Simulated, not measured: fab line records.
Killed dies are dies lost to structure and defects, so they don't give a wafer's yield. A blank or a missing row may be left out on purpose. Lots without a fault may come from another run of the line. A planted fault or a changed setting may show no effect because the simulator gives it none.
Matching of chambers :: flow n5-finfet :: rie-diel-05 running N5_SD_EPI_P_ETCH_47: 4 sister chambers
The step etches SiOCN in CH3F/O2, target depth 25 nm. 14 wafers are shown with their chamber, then 7 later ones without.

## WAFERS WITH THEIR CHAMBER
wafer: L075.2
chamber: 2
throttle-valve-pct (%): 16.67
drypump-motor-current-A (A): 6.2
oes-product-au (a.u.): 0.68

wafer: L075.3
chamber: 1
throttle-valve-pct (%): 15.98
drypump-motor-current-A (A): 5.3
oes-product-au (a.u.): 0.96

wafer: L075.4
chamber: 3
throttle-valve-pct (%): 16.56
drypump-motor-current-A (A): 6.3
oes-product-au (a.u.): 0.78

wafer: L076.1
chamber: 3
throttle-valve-pct (%): 16.55
drypump-motor-current-A (A): 6.4
oes-product-au (a.u.): 0.78

wafer: L076.2
chamber: 2
throttle-valve-pct (%): 16.66
drypump-motor-current-A (A): 6.2
oes-product-au (a.u.): 0.68

wafer: L076.4
chamber: 1
throttle-valve-pct (%): 15.97
drypump-motor-current-A (A): 5.4
oes-product-au (a.u.): 0.96

wafer: L078.1
chamber: 1
throttle-valve-pct (%): 15.98
drypump-motor-current-A (A): 5.4
oes-product-au (a.u.): 0.95

wafer: L078.3
chamber: 3
throttle-valve-pct (%): 16.57
drypump-motor-current-A (A): 6.4
oes-product-au (a.u.): 0.79

wafer: L078.5
chamber: 0
throttle-valve-pct (%): 16.15
drypump-motor-current-A (A): 5.8
oes-product-au (a.u.): 0.71

wafer: L086.1
chamber: 1
throttle-valve-pct (%): 16.02
drypump-motor-current-A (A): 5.4
oes-product-au (a.u.): 0.91

wafer: L086.4
chamber: 3
throttle-valve-pct (%): 16.59
drypump-motor-current-A (A): 6.3
oes-product-au (a.u.): 0.77

wafer: L086.6
chamber: 0
throttle-valve-pct (%): 16.19
drypump-motor-current-A (A): 5.8
oes-product-au (a.u.): 0.69

wafer: L088.2
chamber: 1
throttle-valve-pct (%): 16.02
drypump-motor-current-A (A): 5.4
oes-product-au (a.u.): 0.90

wafer: L088.4
chamber: 3
throttle-valve-pct (%): 16.60
drypump-motor-current-A (A): 6.3
oes-product-au (a.u.): 0.76

SIGNATURES, as means of the wafers listed above
reading: throttle-valve-pct
chamber 0: 16.1700
chamber 1: 15.9940
chamber 2: 16.6650
chamber 3: 16.5740
scatter within a chamber: 0.0221

reading: drypump-motor-current-A
chamber 0: 5.800
chamber 1: 5.380
chamber 2: 6.200
chamber 3: 6.340
scatter within a chamber: 0.0447

reading: oes-product-au
chamber 0: 0.7000
chamber 1: 0.9360
chamber 2: 0.6800
chamber 3: 0.7760
scatter within a chamber: 0.0201
Rule: for each reading, subtract the chamber's mean from the wafer's reading, divide by that reading's scatter and square the result; add these up over the readings and take the root, which gives the wafer's distance from the chamber. If the next closest chamber is less than 2 further off than the closest, the wafer can't be placed; otherwise it belongs to the closest. The scatter: the root of (the sum of the squares of (reading less its chamber's mean) over the shown wafers, divided by (wafers less chambers)).

## WAFERS WITHOUT THEIR CHAMBER
wafer: L088.5
throttle-valve-pct (%): 16.60
drypump-motor-current-A (A): 6.3
oes-product-au (a.u.): 0.77

wafer: L094.1
throttle-valve-pct (%): 16.24
drypump-motor-current-A (A): 6.2
oes-product-au (a.u.): 0.96

wafer: L094.4
throttle-valve-pct (%): 16.22
drypump-motor-current-A (A): 5.8
oes-product-au (a.u.): 0.69

wafer: L094.5
throttle-valve-pct (%): 16.24
drypump-motor-current-A (A): 6.2
oes-product-au (a.u.): 0.94

wafer: L095.1
throttle-valve-pct (%): 16.60
drypump-motor-current-A (A): 6.3
oes-product-au (a.u.): 0.76

wafer: L095.2
throttle-valve-pct (%): 16.21
drypump-motor-current-A (A): 5.8
oes-product-au (a.u.): 0.69

wafer: L095.4
throttle-valve-pct (%): 16.24
drypump-motor-current-A (A): 6.2
oes-product-au (a.u.): 0.94

## CHAMBER TAKEN BY EACH
wafer: L088.5
from the rows above: 3
in truth: 3

wafer: L094.1
from the rows above: can't be placed: 0 or 3
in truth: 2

wafer: L094.4
from the rows above: 0
in truth: 0

wafer: L094.5
from the rows above: 0
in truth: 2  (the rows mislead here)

wafer: L095.1
from the rows above: 3
in truth: 3

wafer: L095.2
from the rows above: 0
in truth: 0

wafer: L095.4
from the rows above: 0
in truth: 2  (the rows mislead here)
4 of 7 placed correctly. From these rows, 1 cannot be placed; in 0 the true chamber is one of the candidates. Number placed wrongly: 2.
